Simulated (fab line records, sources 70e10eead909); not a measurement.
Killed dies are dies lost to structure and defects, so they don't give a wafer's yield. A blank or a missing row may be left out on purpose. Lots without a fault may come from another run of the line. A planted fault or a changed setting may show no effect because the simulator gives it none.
Which tool did it? | flow nand_harc | 6 lots, 18 wafers sampled, at 4 steps of a route of 1302

WHAT THE GAUGES READ, wafer by wafer
NHARC_P_GATE_CD_MEAS_59: target cd 720 nm.
lot  | measured     | on        | cd_nm (nm)
L514 | day 7 10:26  | cd_sem-03 | 721.8 719.8 721.7
L517 | day 8 11:33  | cd_sem-02 | 719.9 717.9 721.5
L519 | day 9 03:31  | cd_sem-01 | 722.1 721.3 723.6
L521 | day 10 05:27 | cd_sem-03 | 710.7 713.6 712.6 711.1 713.8 712.2
L531 | day 14 07:35 | cd_sem-03 | 719.7 716.1 720.1
L533 | day 15 04:27 | cd_sem-03 | 718.9 722.1 719.9

WHICH TOOL RAN EACH LOT (tool, then ch and the chambers of the sampled wafers, then the start)
lot  | NHARC_P_GATE_STRIP_101             | NHARC_P_GATE_STRIP_75                | NHARC_P_GATE_EXPOSE_56
L514 | rie_diel-04 ch 0,2,3, day 7 07:49  | plasma_asher-01 ch 0,1, day 7 09:40  | krf_scanner-01 ch 0, day 7 10:17
L517 | rie_diel-09 ch 0,3, day 8 08:52    | plasma_asher-02 ch 0,1, day 8 10:42  | krf_scanner-01 ch 0, day 8 11:23
L519 | rie_diel-09 ch 0,3, day 9 00:44    | plasma_asher-02 ch 0, day 9 02:36    | krf_scanner-01 ch 0, day 9 03:22
L521 | rie_diel-09 ch 0,1, day 10 02:29   | plasma_asher-01 ch 0,1, day 10 04:35 | krf_scanner-04 ch 0, day 10 05:17
L531 | rie_diel-09 ch 1,3, day 14 04:53   | plasma_asher-01 ch 0,1, day 14 06:39 | krf_scanner-04 ch 0, day 14 07:26
L533 | rie_diel-10 ch 0,2,3, day 15 01:46 | plasma_asher-02 ch 0,1, day 15 03:32 | krf_scanner-03 ch 0, day 15 04:18
- NHARC_P_GATE_STRIP_101: strips in O2, time 20 s.
- NHARC_P_GATE_STRIP_75: strips in O2.
- NHARC_P_GATE_EXPOSE_56: exposes mask P PSD, target cd 720 nm.

THE ANSWER, worked out from the rows above alone
Rule: what is usual is taken from the lots themselves. Put in order of their means at a reading, lots are off if they are a third of the lots or fewer, leave a main group of 4 or more, and stand apart from it by a gap of 3 or more times the standard deviation of the main group's means; of several such gaps the widest counts. A main group whose means are all the same, to the digits that the tables above print for the reading, isn't used. A lot without any number at a reading at which 4 lots or more have one is off too. The other lots that the step has rows for count as sound.
Off: L521, at NHARC_P_GATE_CD_MEAS_59 (cd_nm). The main group: mean 720.4 nm, standard deviation 1.2.
A tool fits if, at a process step before that reading, it ran every lot that is off, and no sound lot after the first of them. The gauges at NHARC_P_GATE_CD_MEAS_59 are tried like those tools. None of those tried fits.

WHAT THE SIMULATOR HAD PUT IN
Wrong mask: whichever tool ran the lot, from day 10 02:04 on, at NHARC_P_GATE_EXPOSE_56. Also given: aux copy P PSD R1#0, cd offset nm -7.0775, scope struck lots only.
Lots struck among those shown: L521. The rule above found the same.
